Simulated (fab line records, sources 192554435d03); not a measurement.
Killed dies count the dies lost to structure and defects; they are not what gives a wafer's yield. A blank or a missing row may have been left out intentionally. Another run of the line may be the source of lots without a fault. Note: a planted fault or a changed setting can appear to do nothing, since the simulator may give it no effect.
fab line records	flow n5-finfet
[record] lots = 7	wafers = 21
route steps=1938 shown WELL_APT@21 FIN_SAQP@109 DUMMY_GATE@222 SD_EPI_N@264
start-h: hours from the record's first day to the start of the lot's first wafer shown	wait-h: hours elapsed since this lot's preceding step	" unchanged from the row above	L1.1+2: a row that stands for several wafers	- no value, or no start given	* or withheld: withheld	< > ~ a bound
route shown NAME@n: a module of which the file shows steps, and the number in the route of the first	usual: the fault-free wafers' mean and standard deviation	same: alike in all rows	chamber/n: place in a boat	sites: the reading at each site	_std_site: how widely they spread, as a standard deviation	_edge_site: the outer-site mean with the inner-site mean subtracted	radius-mm: how far each site lies from the wafer's centre	mask NAME#n: copy n	behind: tool/chamber where the wafer was last shaped	hold: what put the lot on hold/how long, in hours/how the hold closed	device: names the non-switching transistor (n, p or np)	end of line: at the end of the route, the tests of the same wafers	a step with no rows: only its recipe	killed: dies lost to structure and defects at the first sort, not the wafer's yield	map: per-die view of a wafer (x killed, . not killed, _ where there is no die)
set.NAME: the setting the step ran with; set.NAME@STEP: the setting that earlier step ran with	model.NAME: the simulator's own value behind a step, which no gauge read
lots with deliberately changed settings; one table per step, one row per wafer
[[steps]]
[step N5_WELL_APT_COAT_02]
[recipe] spin-rpm = 1357	resist-thk-nm = 950
lot.wafer	tool	chamber	start-h	wait-h	set.spin-rpm	model.coat_of_WELL_APT_COAT_02.thk-nm
L076.3	litho-track-04	0	-	-	1357	951.6
L076.4	"	0	"	"	1357	947.5
L076.6	"	0	"	"	1357	948.6
L077.3	litho-track-03	0	-	-	1357	947.6
L077.5	"	0	"	"	1357	947.5
L077.6	"	0	"	"	1357	949.4
L078.4	litho-track-03	0	-	-	1357	950.7
L078.5	"	0	"	"	1420	927.2
L078.6	"	0	"	"	1357	950.9
L082.2	litho-track-04	0	-	-	1357	950.5
L082.4	"	0	"	"	1357	949
L082.6	"	0	"	"	1357	950.2
L083.3	litho-track-04	0	-	-	1303	968.8
L083.5	"	0	"	"	1303	969.5
L083.6	"	0	"	"	1357	948.2
L090.3	litho-track-04	0	-	-	1357	954.2
L090.4	"	0	"	"	1493	910.4
L090.6	"	0	"	"	1357	952.3
L094.2	litho-track-01	0	-	-	1357	948.6
L094.3	"	0	"	"	1357	945.2
L094.4	"	0	"	"	1485	908.4
[step N5_FIN_SAQP_PEB_14]
[recipe] peb-temp-c = withheld	peb-time-s = 60	resist = CAR-ArF
lot.wafer	tool	chamber	start-h	wait-h	set.peb-time-s
L076.3+4+6	litho-track-02	0	33.85	0.0	60
L077.3+5	litho-track-02	0	41.44	0.0	50.98
L077.6	"	0	"	"	60
L078.4+5+6	litho-track-02	0	46.05	0.0	60
L082.2+4+6	litho-track-02	0	70.68	0.0	60
L083.3+6	litho-track-01	0	76.37	0.0	60
L083.5	"	0	"	"	49.46
L090.3+6	litho-track-02	0	118.14	0.0	60
L090.4	"	0	"	"	72.87
L094.2	litho-track-02	0	141.97	0.0	60
L094.3+4	"	0	"	"	70.62
[step N5_FIN_SAQP_DEVELOP_15]
[recipe] develop-time-s = 30	developer = TMAH	resist = CAR-ArF	dev-temp-c = 23	rinse-liquid = diw	dry = air-spin
lot.wafer	tool	chamber	start-h	wait-h	set.develop-time-s
L076.3+4+6	litho-track-02	0	-	-	30
L077.3	litho-track-02	0	-	-	25.25
L077.5+6	"	0	"	"	30
L078.4+6	litho-track-02	0	-	-	30
L078.5	"	0	"	"	23.27
L082.2	litho-track-02	0	-	-	26.21
L082.4+6	"	0	"	"	30
L083.3+5	litho-track-01	0	-	-	30
L083.6	"	0	"	"	32.25
L090.3	litho-track-02	0	-	-	30
L090.4+6	"	0	"	"	36.56
L094.2+4	litho-track-02	0	-	-	35.91
L094.3	"	0	"	"	30
[step N5_FIN_SAQP_CD_MEAS_16]
[recipe] target-cd-nm = 35.6	landing-energy-ev = 500	detector = se-inlens
[usual] cd-nm = 35.60/0.29
lot.wafer	tool	chamber	start-h	wait-h	set.peb-time-s@FIN_SAQP_PEB_14	cd-nm
L076.3	cd-sem-01	0	33.92	-	60	36.24
L076.4	"	0	"	"	60	35.65
L076.6	"	0	"	"	60	35.89
L077.3	cd-sem-01	0	41.51	-	50.98	38.32
L077.5	"	0	"	"	50.98	37.42
L077.6	"	0	"	"	60	35.53
L078.4	cd-sem-01	0	46.12	-	60	35.49
L078.5	"	0	"	"	60	35.78
L078.6	"	0	"	"	60	35.51
L082.2	cd-sem-01	0	70.74	-	60	36.22
L082.4	"	0	"	"	60	35.39
L082.6	"	0	"	"	60	35.64
L083.3	cd-sem-02	0	76.45	-	60	35.69
L083.5	"	0	"	"	49.46	38.27
L083.6	"	0	"	"	60	35.88
L090.3	cd-sem-02	0	118.21	-	60	35.18
L090.4	"	0	"	"	72.87	32.68
L090.6	"	0	"	"	60	35.79
L094.2	cd-sem-01	0	142.04	-	60	35.09
L094.3	"	0	"	"	70.62	32.95
L094.4	"	0	"	"	70.62	32.87
[step N5_FIN_SAQP_SPACER1_ALD_24]
[recipe] material = SiO2	target-thk-a = 203	temp-c = 300	ald-precursor-family = BDEAS	ald-co-reactant = O2-plasma	pulse-time-s = 1	purge-time-s = 2	co-reactant-purge-time-s = 2	ald-cycles = 218	pressure-torr = 2
lot.wafer	tool	chamber	start-h	wait-h	set.ald-cycles	model.SiO2_of_FIN_SAQP_SPACER1_ALD_24.thk-nm
L076.3+4	ald-sin-04	0,2	35.10	0.1	218	20.2
L076.6	"	2	"	"	218	20.4
L077.3	ald-sin-02	0	42.73	0.2	245	22.8
L077.5+6	"	0,3	"	"	218	20.4
L078.4+5	ald-sin-04	0,1	47.78	0.1	218	20.2
L078.6	"	2	"	"	218	20.4
L082.2+6	ald-sin-01	3,0	72.19	0.3	187	17.6
L082.4	"	2	"	"	218	20.4
L083.3+6	ald-sin-04	3	79.57	1.8	218	20.2
L083.5	"	0	"	"	243	22.6
L090.3+6	ald-sin-01	2,1	119.41	0.1	202	18.8
L090.4	"	3	"	"	202	19
L094.2+3	ald-sin-04	0,2	143.94	1.0	186	17.4
L094.4	"	1	"	"	218	20.4
[step N5_FIN_SAQP_SPACER1_ETCHBACK_25]
[recipe] chemistry = CHF3/O2	mode = anisotropic-etchback	target = SiO2	target-depth-a = 244	time-s = 12.2	pressure-mtorr = 30	source-w = 650	bias-w = 170	Ar_flow_sccm = 200	CHF3_flow_sccm = 50	O2_flow_sccm = 5	ion-energy-ev = 200
[step N5_FIN_SAQP_MANDREL1_REMOVE_56]
[recipe] chemistry = HBr/Cl2/O2	bt-time-s = 10	target = a-Si	stop-on = SiNx	endpoint = OES-SiCl	over-etch-frac = 1	icp-w = 600	bias-w = 22	HBr_flow_sccm = 150	Cl2_flow_sccm = 80	O2_flow_sccm = 5	pressure-mtorr = 10
lot.wafer	tool	chamber	start-h	wait-h	set.ald-cycles@FIN_SAQP_SPACER1_ALD_24	model.FIN_SAQP.cd-nm
L076.3	rie-si-01	2	35.91	0.1	218	20.2
L076.4+6	"	3,0	"	"	218	20.4
L077.3	rie-si-01	1	43.61	0.1	245	22.8
L077.5+6	"	0,1	"	"	218	20.4
L078.4	rie-si-03	0	48.58	0.1	218	20.2
L078.5+6	"	3,0	"	"	218	20.4
L082.2+6	rie-si-05	0,2	73.01	0.1	187	17.6
L082.4	"	2	"	"	218	20.4
L083.3+6	rie-si-05	2,3	80.37	0.1	218	20.2
L083.5	"	0	"	"	243	22.6
L090.3+6	rie-si-05	2,1	120.21	0.1	202	18.8
L090.4	"	3	"	"	202	19
L094.2+3	rie-si-05	0,1	144.75	0.1	186	17.4
L094.4	"	3	"	"	218	20.4
[step N5_FIN_SAQP_CD_MEAS_27]
[recipe] target-cd-nm = 20	landing-energy-ev = 1000	detector = se-inlens	polarity = line
[usual] cd-nm = 20.32/0.22
lot.wafer	tool	chamber	start-h	wait-h	set.ald-cycles@FIN_SAQP_SPACER1_ALD_24	cd-nm
L076.3	cd-sem-01	0	36.03	0.1	218	19.97
L076.4	"	0	"	"	218	20.18
L076.6	"	0	"	"	218	20.60
L077.3	cd-sem-02	0	43.73	0.1	245	22.95
L077.5	"	0	"	"	218	20.49
L077.6	"	0	"	"	218	20.51
L078.4	cd-sem-01	0	48.70	0.1	218	20.39
L078.5	"	0	"	"	218	20.06
L078.6	"	0	"	"	218	19.95
L082.2	cd-sem-01	0	73.12	0.1	187	17.58
L082.4	"	0	"	"	218	20.52
L082.6	"	0	"	"	187	17.54
L083.3	cd-sem-03	0	80.49	0.1	218	19.96
L083.5	"	0	"	"	243	22.79
L083.6	"	0	"	"	218	20.32
L090.3	cd-sem-01	0	120.33	0.1	202	19.03
L090.4	"	0	"	"	202	19.04
L090.6	"	0	"	"	202	18.44
L094.2	cd-sem-01	0	144.86	0.1	186	16.79
L094.3	"	0	"	"	186	17.13
L094.4	"	0	"	"	218	20.03
[step N5_DUMMY_GATE_COAT_34]
[recipe] resist = SOC	temp-c = 250	time-s = 60	spin-rpm = 1500	resist-thk-nm = 60
lot.wafer	tool	chamber	start-h	wait-h	set.spin-rpm	model.SOC_of_DUMMY_GATE_COAT_34.thk-nm
L076.3+6	litho-track-05	0	57.05	0.0	1500	59.8
L076.4	"	0	"	"	1500	59.6
L077.3+5+6	litho-track-05	0	64.60	0.0	1500	60
L078.4	litho-track-05	0	70.38	0.0	1451	61
L078.5+6	"	0	"	"	1500	59.8
L082.2+4	litho-track-05	0	94.84	0.0	1500	59.6
L082.6	"	0	"	"	1570	58.4
L083.3	litho-track-02	0	105.61	0.0	1500	60.2
L083.5	"	0	"	"	1500	60.4
L083.6	"	0	"	"	1658	57.2
L090.3	litho-track-05	0	141.92	0.0	1458	60.8
L090.4+6	"	0	"	"	1500	60.2
L094.2+3	litho-track-02	0	165.61	0.0	1543	59
L094.4	"	0	"	"	1500	59.8
[step N5_DUMMY_GATE_EXPOSE_12]
[recipe] mask-id = GATE	na = 0.33	source-shape = annular	sigma-inner = 0.2	sigma-outer = 0.6	polarization = unpolarized	target-cd-nm = 25	dose-mj = 34
lot.wafer	tool	chamber	start-h	wait-h	mask	set.dose-mj
L076.3+4+6	euv-scanner-01	0	57.32	-	GATE#0	34
L077.3+5+6	euv-scanner-02	0	64.87	-	GATE#0	34
L078.4+5	euv-scanner-02	0	70.53	-	GATE#0	33.3
L078.6	"	0	"	"	GATE#0	34
L082.2+4+6	euv-scanner-02	0	94.99	-	GATE#0	34
L083.3	euv-scanner-02	0	105.76	-	GATE#0	34
L083.5+6	"	0	"	"	GATE#0	31.84
L090.3+6	euv-scanner-01	0	142.07	-	GATE#0	34
L090.4	"	0	"	"	GATE#0	32.89
L094.2+3+4	euv-scanner-02	0	165.87	-	GATE#0	35.49
[step N5_DUMMY_GATE_PEB_13]
[recipe] peb-temp-c = 100	peb-time-s = 60	resist = CAR-EUV
[step N5_DUMMY_GATE_DEVELOP_14]
[recipe] develop-time-s = 30	developer = TMAH	resist = CAR-EUV	rinse-liquid = surfactant-rinse	dry = air-spin	dev-temp-c = 23
[step N5_DUMMY_GATE_CD_MEAS_15]
[recipe] target-cd-nm = 25.8	landing-energy-ev = 500	detector = se-inlens
[usual] cd-nm = 25.00/0.23
lot.wafer	tool	chamber	start-h	wait-h	set.dose-mj@DUMMY_GATE_EXPOSE_12	cd-nm
L076.3	cd-sem-03	0	57.44	-	34	25.10
L076.4	"	0	"	"	34	24.55
L076.6	"	0	"	"	34	24.96
L077.3	cd-sem-03	0	64.99	-	34	24.94
L077.5	"	0	"	"	34	25.19
L077.6	"	0	"	"	34	24.87
L078.4	cd-sem-02	0	70.65	-	33.3	25.40
L078.5	"	0	"	"	33.3	25.27
L078.6	"	0	"	"	34	25.21
L082.2	cd-sem-02	0	95.11	-	34	24.88
L082.4	"	0	"	"	34	25.14
L082.6	"	0	"	"	34	24.89
L083.3	cd-sem-02	0	105.88	-	34	24.82
L083.5	"	0	"	"	31.84	26.19
L083.6	"	0	"	"	31.84	26.55
L090.3	cd-sem-01	0	142.19	-	34	25.36
L090.4	"	0	"	"	32.89	25.97
L090.6	"	0	"	"	34	24.97
L094.2	cd-sem-02	0	166.00	-	35.49	24.15
L094.3	"	0	"	"	35.49	24.22
L094.4	"	0	"	"	35.49	24.58
[step N5_DUMMY_GATE_ETCH_29]
[recipe] chemistry = N2/H2	target = underlayer	target-depth-a = 130	ion-energy-ev = 200	pressure-mtorr = 30	source-w = 840	bias-w = 150	n2-flow-sccm = 200	h2-flow-sccm = 200
[step N5_DUMMY_GATE_ETCH_36]
[recipe] chemistry = CF4	target = SiARC	target-depth-a = 130	pressure-mtorr = 40	source-w = 545	bias-w = 36	Ar_flow_sccm = 100	cf4-flow-sccm = 100	ion-energy-ev = 80
[step N5_DUMMY_GATE_ETCH_37]
[recipe] chemistry = N2/H2	target = SOC	target-depth-a = 600	overetch-a = 300	temp-c = 40	ion-energy-ev = 200	pressure-mtorr = 30	source-w = 840	bias-w = 150	n2-flow-sccm = 200	h2-flow-sccm = 200
lot.wafer	tool	chamber	start-h	wait-h	set.spin-rpm@DUMMY_GATE_COAT_34	model.etch.depth-nm
L076.3	rie-diel-06	0	57.82	0.0	1500	59.87
L076.4	"	2	"	"	1500	59.64
L076.6	"	2	"	"	1500	59.88
L077.3	rie-diel-01	0	65.26	0.0	1500	59.94
L077.5	"	1	"	"	1500	59.96
L077.6	"	0	"	"	1500	60.03
L078.4	rie-diel-03	3	71.19	0.0	1451	61
L078.5	"	1	"	"	1500	59.88
L078.6	"	0	"	"	1500	59.81
L082.2	rie-diel-06	2	95.65	0.0	1500	59.51
L082.4	"	3	"	"	1500	59.65
L082.6	"	2	"	"	1570	58.33
L083.3	rie-diel-01	1	106.15	0.0	1500	60.13
L083.5	"	1	"	"	1500	60.33
L083.6	"	2	"	"	1658	57.18
L090.3	rie-diel-06	1	142.46	0.0	1458	60.85
L090.4	"	2	"	"	1500	60.12
L090.6	"	1	"	"	1500	60.2
L094.2	rie-diel-06	1	166.27	0.0	1543	59.01
L094.3	"	2	"	"	1543	59.06
L094.4	"	3	"	"	1500	59.74
[step N5_DUMMY_GATE_STRIP_38]
[recipe] chemistry = N2/H2	temp-c = 40	n2-flow-sccm = 200	h2-flow-sccm = 200	rf-frequency-hz = 6e+07
[step N5_DUMMY_GATE_STRIP_39]
[recipe] chemistry = N2/H2	temp-c = 40	n2-flow-sccm = 200	h2-flow-sccm = 200	rf-frequency-hz = 6e+07
[step N5_DUMMY_GATE_TRIM_49]
[recipe] chemistry = O2	resist = SOC	time-s = 29	target-cd-nm = 14	source-power-w = 300	bias-power-w = 0	O2_flow_sccm = 100	temp-c = 20
lot.wafer	tool	chamber	start-h	wait-h	set.dose-mj@DUMMY_GATE_EXPOSE_12	model.DUMMY_GATE.cd-nm
L076.3+4	rie-si-04	1,2	57.90	0.0	34	13.8
L076.6	"	2	"	"	34	14
L077.3+6	rie-si-02	0,3	65.35	0.0	34	13.6
L077.5	"	2	"	"	34	13.4
L078.4	rie-si-04	1	71.27	0.0	33.3	14.2
L078.5	"	0	"	"	33.3	14.4
L078.6	"	3	"	"	34	14
L082.2+6	rie-si-02	2,1	95.73	0.0	34	14
L082.4	"	0	"	"	34	14.4
L083.3	rie-si-02	2	106.23	0.0	34	14.2
L083.5+6	"	3,0	"	"	31.84	15.4
L090.3+6	rie-si-06	2	142.54	0.0	34	14.2
L090.4	"	3	"	"	32.89	14.8
L094.2+3	rie-si-04	3,2	166.35	0.0	35.49	13.2
L094.4	"	0	"	"	35.49	13.6
[step N5_DUMMY_GATE_STRIP_40]
[recipe] chemistry = CF4	resist = SiARC	power-w = 300	bias-power-w = 75	pressure-mtorr = 50	cf4-flow-sccm = 150	rf-frequency-hz = 6e+07
[step N5_DUMMY_GATE_ETCH_31]
[recipe] chemistry = C4F6/O2	target = SiO2	mask-material = SOC	target-depth-a = 825	time-s = 27.5	ion-energy-ev = 250	pressure-mtorr = 30	source-w = 345	bias-w = 185	Ar_flow_sccm = 300	C4F6_flow_sccm = 10	O2_flow_sccm = 10
lot.wafer	tool	chamber	start-h	wait-h	set.spin-rpm@DUMMY_GATE_COAT_34	model.SOC_of_DUMMY_GATE_COAT_34.thk-nm
L076.3	rie-diel-03	0	58.26	0.2	1500	51.6
L076.4+6	"	3,2	"	"	1500	51.4
L077.3+5+6	rie-diel-01	3,2,1	65.90	0.1	1500	51.8
L078.4	rie-diel-01	2	71.47	0.0	1451	52.8
L078.5+6	"	3,0	"	"	1500	51.8
L082.2	rie-diel-01	3	95.93	0.0	1500	51.2
L082.4	"	0	"	"	1500	51.6
L082.6	"	1	"	"	1570	50.2
L083.3+5	rie-diel-01	1,3	106.43	0.0	1500	52
L083.6	"	0	"	"	1658	49.2
L090.3	rie-diel-03	3	142.74	0.0	1458	52.6
L090.4	"	2	"	"	1500	52
L090.6	"	1	"	"	1500	52.2
L094.2+3	rie-diel-06	3,0	166.66	0.1	1543	50.8
L094.4	"	2	"	"	1500	51.4
[step N5_SD_EPI_N_COAT_03]
[recipe] resist = CAR-ArF-block	spin-rpm = 1500	resist-thk-nm = 150
lot.wafer	tool	chamber	start-h	wait-h	set.spin-rpm	model.CAR-ArF-block_of_SD_EPI_N_COAT_03.thk-nm
L076.3+6	litho-track-03	0	-	-	1500	149.8
L076.4	"	0	"	"	1500	149.6
L077.3	litho-track-04	0	-	-	1500	149.6
L077.5	"	0	"	"	1552	147
L077.6	"	0	"	"	1552	147.2
L078.4	litho-track-01	0	-	-	1455	151.6
L078.5	"	0	"	"	1455	152
L078.6	"	0	"	"	1500	149.6
L082.2	litho-track-01	0	-	-	1500	150
L082.4	"	0	"	"	1657	142.6
L082.6	"	0	"	"	1657	142.8
L083.3	litho-track-01	0	-	-	1500	150
L083.5	"	0	"	"	1500	149.8
L083.6	"	0	"	"	1414	154.8
L090.3	litho-track-04	0	-	-	1500	150.4
L090.4	"	0	"	"	1500	150.8
L090.6	"	0	"	"	1500	151
L094.2	litho-track-03	0	-	-	1500	149.6
L094.3	"	0	"	"	1343	158.2
L094.4	"	0	"	"	1343	158.4
[step N5_SD_EPI_N_EBR_05]
[recipe] solvent = PGMEA	ebr-width-mm = 1.5
[step N5_SD_EPI_N_SOFTBAKE_04]
[recipe] temp-c = 110	time-s = 60	resist = CAR-ArF-block
[step N5_SD_EPI_N_DESCUM_14]
[recipe] chemistry = O2	time-s = 7.9	source-power-w = 50	bias-power-w = 20	pressure-mtorr = 20	rf-frequency-hz = 2.712e+07	temp-c = 40	resist = CAR-ArF-block	o2-flow-sccm = 225
[step N5_SD_EPI_N_ETCH_34]
[recipe] chemistry = CF4	target = SiARC	target-depth-a = 455	mask-material = CAR-ArF-block	time-s = 75.8	ion-energy-ev = 80	pressure-mtorr = 40	source-w = 545	bias-w = 36	Ar_flow_sccm = 100	cf4-flow-sccm = 100	ends = cleared
lot.wafer	tool	chamber	start-h	wait-h	set.spin-rpm@SD_EPI_N_COAT_03	model.CAR-ArF-block_of_SD_EPI_N_COAT_03.thk-nm
L076.3	rie-diel-05	3	59.99	0.0	1500	111
L076.4	"	0	"	"	1500	110.6
L076.6	"	3	"	"	1500	110.8
L077.3	rie-diel-05	2	67.79	0.0	1500	110.6
L077.5	"	2	"	"	1552	107.8
L077.6	"	3	"	"	1552	108
L078.4	rie-diel-02	1	73.33	0.0	1455	112.4
L078.5	"	0	"	"	1455	113
L078.6	"	3	"	"	1500	110.6
L082.2	rie-diel-02	2	98.54	0.0	1500	110.8
L082.4	"	3	"	"	1657	103.4
L082.6	"	1	"	"	1657	103.6
L083.3	rie-diel-05	1	108.44	0.0	1500	111
L083.5	"	2	"	"	1500	110.8
L083.6	"	3	"	"	1414	115.8
L090.3	rie-diel-04	3	144.53	0.0	1500	111.2
L090.4	"	0	"	"	1500	111.6
L090.6	"	3	"	"	1500	111.8
L094.2	rie-diel-05	2	168.40	0.0	1500	110.6
L094.3+4	"	0,2	"	"	1343	119.4
[step N5_SD_EPI_N_ETCH_35]
[recipe] chemistry = N2/H2	target = SOC	overetch-a = 1080	mask-material = SiARC	temp-c = 40	ion-energy-ev = 100	source-w = 3000	bias-w = 133	pressure-mtorr = 20	time-s = 486	n2-flow-sccm = 200	h2-flow-sccm = 200
[usual] rf-vpp-V = 241.1/1.5
lot.wafer	tool	chamber	start-h	wait-h	set.source-w	rf-vpp-V	model.SD_EPI_N.cd-nm	model.SiARC_of_SD_EPI_N_COAT_33.thk-nm
L076.3	rie-diel-05	3	60.05	0.0	3000	241.9	120.4	19.8
L076.4	"	0	"	"	3000	241.2	119.2	20
L076.6	"	3	"	"	3000	241.8	119.6	20
L077.3	rie-diel-05	2	67.84	0.0	2795	247.3	118.8	20.8
L077.5	"	2	"	"	2795	248.1	119.2	20.8
L077.6	"	3	"	"	2795	247.6	119.4	20.8
L078.4	rie-diel-02	1	73.38	0.0	3000	242.1	118.8	19.6
L078.5	"	0	"	"	3000	240.3	118.4	19.6
L078.6	"	3	"	"	3000	239.4	119.8	20.2
L082.2	rie-diel-02	2	98.59	0.0	3000	243.6	120	19.8
L082.4	"	3	"	"	2865	243.4	119	20.8
L082.6	"	1	"	"	3000	240.5	119.8	20
L083.3	rie-diel-05	1	108.50	0.0	3000	239.3	119.4	20
L083.5	"	2	"	"	2557	256.2	117.4	21.6
L083.6	"	3	"	"	2557	255.3	117.2	21.8
L090.3	rie-diel-04	3	144.59	0.0	3220	236.6	121.6	19
L090.4	"	0	"	"	3000	238.5	121	20
L090.6	"	3	"	"	3220	236.4	122.2	19.2
L094.2	rie-diel-05	2	168.45	0.0	2515	257.3	118.2	21.6
L094.3	"	0	"	"	3000	242.0	120.2	19.6
L094.4	"	2	"	"	2515	258.6	117	21.6
[step N5_SD_EPI_N_STRIP_36]
[recipe] chemistry = N2/H2	temp-c = 40	n2-flow-sccm = 200	h2-flow-sccm = 200	rf-frequency-hz = 6e+07
[step N5_SD_EPI_N_ETCHBACK_44]
[recipe] chemistry = CH3F/O2	mode = anisotropic-etchback	target = SiNx	target-depth-a = 145	stop-on = SiO2	over-etch-frac = 0.3	ion-energy-ev = 120	pressure-mtorr = 30	source-w = 395	bias-w = 73	Ar_flow_sccm = 150	CH3F_flow_sccm = 30	O2_flow_sccm = 20
lot.wafer	tool	chamber	start-h	wait-h	set.source-w@SD_EPI_N_ETCH_35	model.SiARC_of_SD_EPI_N_COAT_33.thk-nm
L076.3+4	rie-diel-05	3,0	60.37	0.0	3000	16.2
L076.6	"	3	"	"	3000	16.4
L077.3+6	rie-diel-05	2,3	68.17	0.0	2795	17.2
L077.5	"	2	"	"	2795	17
L078.4	rie-diel-02	1	73.71	0.0	3000	16
L078.5	"	0	"	"	3000	15.8
L078.6	"	3	"	"	3000	16.4
L082.2	rie-diel-02	2	98.92	0.0	3000	16
L082.4	"	3	"	"	2865	17.2
L082.6	"	1	"	"	3000	16.2
L083.3	rie-diel-05	1	108.82	0.0	3000	16.4
L083.5+6	"	2,3	"	"	2557	18
L090.3	rie-diel-04	3	144.91	0.0	3220	15.2
L090.4	"	0	"	"	3000	16.4
L090.6	"	3	"	"	3220	15.4
L094.2+4	rie-diel-05	2	168.78	0.0	2515	18
L094.3	"	0	"	"	3000	15.8
[[key]]
[split] step = N5_WELL_APT_COAT_02	setting = spin-rpm	stated = 1357	by = wafer
[response] step = N5_WELL_APT_COAT_02	reading = model.coat_of_WELL_APT_COAT_02.thk-nm	change = -4.35	per = 1%	r = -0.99
[split] step = N5_FIN_SAQP_PEB_14	setting = peb-time-s	stated = 60	by = wafer
[response] step = N5_FIN_SAQP_CD_MEAS_16	reading = cd-nm	change = -0.136	per = 1%	r = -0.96
[split] step = N5_FIN_SAQP_DEVELOP_15	setting = develop-time-s	stated = 30	by = wafer
response none clear
[split] step = N5_FIN_SAQP_SPACER1_ALD_24	setting = ald-cycles	stated = 218	by = wafer
[response] step = N5_FIN_SAQP_SPACER1_ALD_24	reading = model.SiO2_of_FIN_SAQP_SPACER1_ALD_24.thk-nm	change = +0.201	per = 1%	r = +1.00
[response] step = N5_FIN_SAQP_MANDREL1_REMOVE_56	reading = model.FIN_SAQP.cd-nm	change = +0.201	per = 1%	r = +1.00
[response] step = N5_FIN_SAQP_CD_MEAS_27	reading = cd-nm	change = +0.21	per = 1%	r = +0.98
[split] step = N5_DUMMY_GATE_COAT_34	setting = spin-rpm	stated = 1500	by = wafer
[response] step = N5_DUMMY_GATE_COAT_34	reading = model.SOC_of_DUMMY_GATE_COAT_34.thk-nm	change = -0.289	per = 1%	r = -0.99
[response] step = N5_DUMMY_GATE_ETCH_37	reading = model.etch.depth-nm	change = -0.286	per = 1%	r = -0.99
[response] step = N5_DUMMY_GATE_ETCH_31	reading = model.SOC_of_DUMMY_GATE_COAT_34.thk-nm	change = -0.26	per = 1%	r = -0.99
[split] step = N5_DUMMY_GATE_EXPOSE_12	setting = dose-mj	stated = 34	by = wafer
[response] step = N5_DUMMY_GATE_CD_MEAS_15	reading = cd-nm	change = -0.23	per = 1%	r = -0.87
[response] step = N5_DUMMY_GATE_TRIM_49	reading = model.DUMMY_GATE.cd-nm	change = -0.185	per = 1%	r = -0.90
[split] step = N5_SD_EPI_N_COAT_03	setting = spin-rpm	stated = 1500	by = wafer
[response] step = N5_SD_EPI_N_COAT_03	reading = model.CAR-ArF-block_of_SD_EPI_N_COAT_03.thk-nm	change = -0.772	per = 1%	r = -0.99
[response] step = N5_SD_EPI_N_ETCH_34	reading = model.CAR-ArF-block_of_SD_EPI_N_COAT_03.thk-nm	change = -0.778	per = 1%	r = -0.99
[split] step = N5_SD_EPI_N_ETCH_35	setting = source-w	stated = 3000	by = wafer
[response] step = N5_SD_EPI_N_ETCH_35	reading = rf-vpp-V	change = -0.944	per = 1%	r = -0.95
[response] step = N5_SD_EPI_N_ETCH_35	reading = model.SD_EPI_N.cd-nm	change = +0.151	per = 1%	r = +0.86
[response] step = N5_SD_EPI_N_ETCH_35	reading = model.SiARC_of_SD_EPI_N_COAT_33.thk-nm	change = -0.123	per = 1%	r = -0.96
[response] step = N5_SD_EPI_N_ETCHBACK_44	reading = model.SiARC_of_SD_EPI_N_COAT_33.thk-nm	change = -0.13	per = 1%	r = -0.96
